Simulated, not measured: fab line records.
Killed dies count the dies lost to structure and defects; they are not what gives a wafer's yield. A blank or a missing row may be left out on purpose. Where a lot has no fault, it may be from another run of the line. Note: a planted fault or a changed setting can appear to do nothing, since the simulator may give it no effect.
Matching of chambers ; flow n5-finfet ; N5_BEOL_M8_STRIP_19 on rie-diel-04 has 4 sister chambers
The step strips in O2. 18 wafers are shown with their chamber, then 9 later ones without.

WAFERS WITH THEIR CHAMBER
wafer;chamber;drypump-motor-current-A (A);throttle-valve-pct (%);showerhead-plenum-p-Torr (Torr)
L074.2;2;5.1;16.53;2.07
L074.3;3;6.2;16.33;2.06
L074.4;1;6.0;17.08;2.16
L078.2;3;6.2;16.35;2.06
L078.5;3;6.1;16.34;2.06
L078.6;0;5.0;16.40;2.04
L081.3;0;5.0;16.42;2.04
L081.5;3;6.1;16.34;2.05
L081.6;0;5.0;16.43;2.04
L080.4;3;6.2;16.36;2.05
L080.5;1;6.0;17.10;2.16
L080.6;2;5.0;16.58;2.06
L089.1;2;5.1;16.58;2.05
L089.2;1;6.0;17.13;2.15
L089.3;3;6.2;16.40;2.05
L092.4;3;6.2;16.39;2.05
L092.5;2;5.1;16.59;2.05
L092.6;0;4.9;16.43;2.03

SIGNATURES (averages over the wafers above)
reading;chamber 0;chamber 1;chamber 2;chamber 3;scatter within a chamber
drypump-motor-current-A;4.975;6.000;5.075;6.171;0.0457
throttle-valve-pct;16.4200;17.1033;16.5700;16.3586;0.0244
showerhead-plenum-p-Torr;2.0375;2.1567;2.0575;2.0543;0.00648
Rule: for each reading, subtract the chamber's mean from the wafer's reading, divide by that reading's scatter and square the result; add these up over the readings and take the root, which gives the wafer's distance from the chamber. The wafer belongs to the nearest chamber; if the next one is less than 2 further off, it can't be placed. The scatter is the square root of a quotient: the sum, over the shown wafers, of each reading's squared deviation from its chamber's mean, divided by wafers minus chambers.

WAFERS WHOSE CHAMBER IS MISSING
wafer;drypump-motor-current-A (A);throttle-valve-pct (%);showerhead-plenum-p-Torr (Torr)
L091.1;6.1;16.39;2.04
L091.2;5.1;16.60;2.05
L091.6;5.1;16.58;2.05
L094.3;4.9;16.46;2.03
L094.4;4.9;16.47;2.03
L094.6;6.2;16.41;2.04
L096.1;5.0;16.47;2.03
L096.4;6.0;16.58;2.15
L096.6;4.9;16.47;2.03

WHICH CHAMBER EACH WENT THROUGH
wafer;from the rows above;in truth
L091.1;3;3
L091.2;2;2
L091.6;2;2
L094.3;0;0
L094.4;0;0
L094.6;3;3
L096.1;0;0
L096.4;3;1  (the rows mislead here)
L096.6;0;0
8 of 9 placed correctly. Can't be placed from these rows: 0. 1 placed wrongly.
